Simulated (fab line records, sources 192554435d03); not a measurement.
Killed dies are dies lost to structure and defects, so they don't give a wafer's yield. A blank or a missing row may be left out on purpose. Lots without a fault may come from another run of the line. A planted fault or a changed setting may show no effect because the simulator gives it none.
Chamber matching | flow n5_finfet | N5_BEOL_M6_DEP_56 on pecvd-03: 3 sister chambers
The step deposits SiCN from 3MS/NH3, target thk 10 nm, time 17.5 s. 3 wafers are shown with their chamber, then 8 later ones without.

WAFERS WITH THEIR CHAMBER
wafer  | chamber | showerhead_plenum_p_Torr (Torr)
L080.6 | 0       | 3.661
L088.3 | 1       | 3.662
L091.1 | 2       | 3.640

WAFERS WITHOUT THEIR CHAMBER
wafer  | showerhead_plenum_p_Torr (Torr)
L091.2 | 3.654
L091.4 | 3.663
L095.1 | 3.655
L095.3 | 3.627
L095.5 | 3.659
L096.1 | 3.666
L096.5 | 3.675
L096.6 | 3.655

WHICH CHAMBER EACH WENT THROUGH
wafer  | from the rows above          | in truth
L091.2 | can't be placed: 0 or 1 or 2 | 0
L091.4 | can't be placed: 1 or 0      | 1
L095.1 | can't be placed: 0 or 1 or 2 | 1
L095.3 | 2                            | 2
L095.5 | can't be placed: 0 or 1      | 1
L096.1 | can't be placed: 1 or 0      | 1
L096.5 | can't be placed: 1 or 0      | 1
L096.6 | can't be placed: 0 or 1 or 2 | 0
Placed correctly: 1 of 8. Can't be placed from these rows: 7 (the true chamber is among the candidates in 7). Placed wrongly: 0.
How it was worked out, from the rows above alone: a wafer's distance from a chamber is the root of the sum, over the readings, of the square of ((its reading less the chamber's mean) divided by the reading's scatter). The wafer belongs to the nearest chamber; if the next one is less than 2 further off, it can't be placed. A chamber's mean is the mean of its shown wafers. The scatter: with one shown wafer a chamber, the root of the mean of the squares of how far each hidden wafer lies from its nearest shown one.
